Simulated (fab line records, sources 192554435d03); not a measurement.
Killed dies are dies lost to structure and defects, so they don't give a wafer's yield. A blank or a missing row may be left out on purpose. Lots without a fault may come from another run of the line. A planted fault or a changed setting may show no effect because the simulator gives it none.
Chamber matching | flow n5_finfet | N5_PMOS_HMC_CHANNEL_EPI_ETCH_38 on rie_si-04: 4 sister chambers
The step etches SiO2 in CF4, target depth 1.5 nm. 4 wafers are shown with their chamber, then 11 later ones without.

WAFERS WITH THEIR CHAMBER
wafer  | chamber | throttle_valve_pct (%)
L089.1 | 1       | 21.41
L089.2 | 0       | 22.22
L089.4 | 3       | 21.89
L091.1 | 2       | 21.73

WAFERS WITHOUT THEIR CHAMBER
wafer  | throttle_valve_pct (%)
L091.4 | 22.25
L091.6 | 21.88
L093.3 | 22.23
L093.4 | 21.42
L093.6 | 22.22
L094.1 | 21.41
L094.4 | 21.75
L094.6 | 22.24
L095.2 | 21.72
L095.3 | 22.22
L095.6 | 21.42

WHICH CHAMBER EACH WENT THROUGH
wafer  | from the rows above | in truth
L091.4 | 0                   | 0
L091.6 | 3                   | 3
L093.3 | 0                   | 0
L093.4 | 1                   | 1
L093.6 | 0                   | 0
L094.1 | 1                   | 1
L094.4 | 2                   | 2
L094.6 | 0                   | 0
L095.2 | 2                   | 2
L095.3 | 0                   | 0
L095.6 | 1                   | 1
Placed correctly: 11 of 11. Can't be placed from these rows: 0. Placed wrongly: 0.
How it was worked out, from the rows above alone: a wafer's distance from a chamber is the root of the sum, over the readings, of the square of ((its reading less the chamber's mean) divided by the reading's scatter). The wafer belongs to the nearest chamber; if the next one is less than 2 further off, it can't be placed. A chamber's mean is the mean of its shown wafers. The scatter: with one shown wafer a chamber, the root of the mean of the squares of how far each hidden wafer lies from its nearest shown one.
